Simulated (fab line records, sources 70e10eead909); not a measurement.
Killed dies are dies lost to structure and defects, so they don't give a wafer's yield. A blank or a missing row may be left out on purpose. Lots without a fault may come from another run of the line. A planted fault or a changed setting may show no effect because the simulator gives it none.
Chamber matching | flow nand_harc | NHARC_A_STAIRCASE_CMP_450 on cmp-02: 4 sister chambers
The step polishes SiO2, target thk 200 nm. 14 wafers are shown with their chamber, then 7 later ones without.

WAFERS WITH THEIR CHAMBER
wafer  | chamber | motor_current_A (A) | slurry_filter_dp_kPa (kPa)
L075.3 | 3       | 12.6                | 13.66
L075.4 | 1       | 13.1                | 13.50
L075.5 | 2       | 11.2                | 13.53
L077.3 | 3       | 12.6                | 13.42
L077.5 | 3       | 12.6                | 13.27
L077.6 | 2       | 11.1                | 13.28
L083.2 | 1       | 12.5                | 13.31
L083.3 | 2       | 11.8                | 13.43
L083.4 | 3       | 12.5                | 13.58
L089.2 | 3       | 12.8                | 13.50
L089.3 | 2       | 11.5                | 13.43
L089.5 | 0       | 11.8                | 13.37
L092.1 | 2       | 12.0                | 13.69
L092.4 | 1       | 12.9                | 13.62

SIGNATURES (means of the wafers above)
reading              | chamber 0 | chamber 1 | chamber 2 | chamber 3 | scatter within a chamber
motor_current_A      | 11.800    | 12.833    | 11.520    | 12.620    | 0.287
slurry_filter_dp_kPa | 13.3700   | 13.4767   | 13.4720   | 13.4860   | 0.152
Rule: a wafer's distance from a chamber is the root of the sum, over the readings, of the square of ((its reading less the chamber's mean) divided by the reading's scatter). The wafer belongs to the nearest chamber; if the next one is less than 2 further off, it can't be placed. The scatter: the root of (the sum of the squares of (reading less its chamber's mean) over the shown wafers, divided by (wafers less chambers)).

WAFERS WITHOUT THEIR CHAMBER
wafer  | motor_current_A (A) | slurry_filter_dp_kPa (kPa)
L092.6 | 12.7                | 13.38
L096.1 | 10.8                | 13.40
L096.2 | 12.8                | 13.46
L096.3 | 13.1                | 13.54
L097.2 | 13.1                | 13.48
L097.3 | 11.0                | 13.52
L097.5 | 12.4                | 13.67

WHICH CHAMBER EACH WENT THROUGH
wafer  | from the rows above               | in truth
L092.6 | can't be placed: 3 or 1           | 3
L096.1 | can't be placed: 2 or 0           | 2
L096.2 | can't be placed: 1 or 3           | 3
L096.3 | can't be placed: 1 or 3           | 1
L097.2 | can't be placed: 1 or 3           | 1
L097.3 | can't be placed: 2 or 0           | 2
L097.5 | can't be placed: 3 or 1 or 0 or 2 | 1
Placed correctly: 0 of 7. Can't be placed from these rows: 7 (the true chamber is among the candidates in 7). Placed wrongly: 0.
